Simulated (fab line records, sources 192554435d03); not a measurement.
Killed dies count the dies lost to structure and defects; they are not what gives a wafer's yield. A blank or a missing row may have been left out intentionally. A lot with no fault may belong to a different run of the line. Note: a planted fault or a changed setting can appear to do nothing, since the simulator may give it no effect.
Matching of chambers / flow n5_finfet / N5_BEOL_M0_PRE_CLEAN_131 on cvd_co-01 has 3 sister chambers
The step time 15 s. 3 wafers are shown with their chamber, then 7 later ones without.

== EACH WAFER AND ITS CHAMBER ==
wafer=L092.2; chamber=2; heater_power_w (W)=83
wafer=L095.1; chamber=0; heater_power_w (W)=82
wafer=L095.3; chamber=1; heater_power_w (W)=63

== WAFERS WITHOUT THEIR CHAMBER ==
wafer=L095.6; heater_power_w (W)=64
wafer=L096.2; heater_power_w (W)=86
wafer=L096.5; heater_power_w (W)=85
wafer=L096.6; heater_power_w (W)=65
wafer=L097.1; heater_power_w (W)=63
wafer=L097.4; heater_power_w (W)=85
wafer=L097.6; heater_power_w (W)=64

== THE CHAMBER EACH PASSED THROUGH ==
wafer=L095.6; from the rows above=1; in truth=1
wafer=L096.2; from the rows above=can't be placed: 2 or 0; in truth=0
wafer=L096.5; from the rows above=can't be placed: 2 or 0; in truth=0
wafer=L096.6; from the rows above=1; in truth=1
wafer=L097.1; from the rows above=1; in truth=1
wafer=L097.4; from the rows above=can't be placed: 2 or 0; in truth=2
wafer=L097.6; from the rows above=1; in truth=1
4 of 7 placed correctly. From these rows, 3 cannot be placed; in 3 the true chamber is one of the candidates. 0 placed wrongly.
How it was worked out, from the rows above alone: a wafer's distance from a chamber is the root of the sum, over the readings, of the square of ((its reading less the chamber's mean) divided by the reading's scatter). The wafer belongs to the nearest chamber; if the next one is less than 2 further off, it can't be placed. Each chamber's mean is taken over the wafers shown for it. The scatter: root of mean squared gap, hidden wafer to nearest shown wafer, with one shown wafer a chamber.
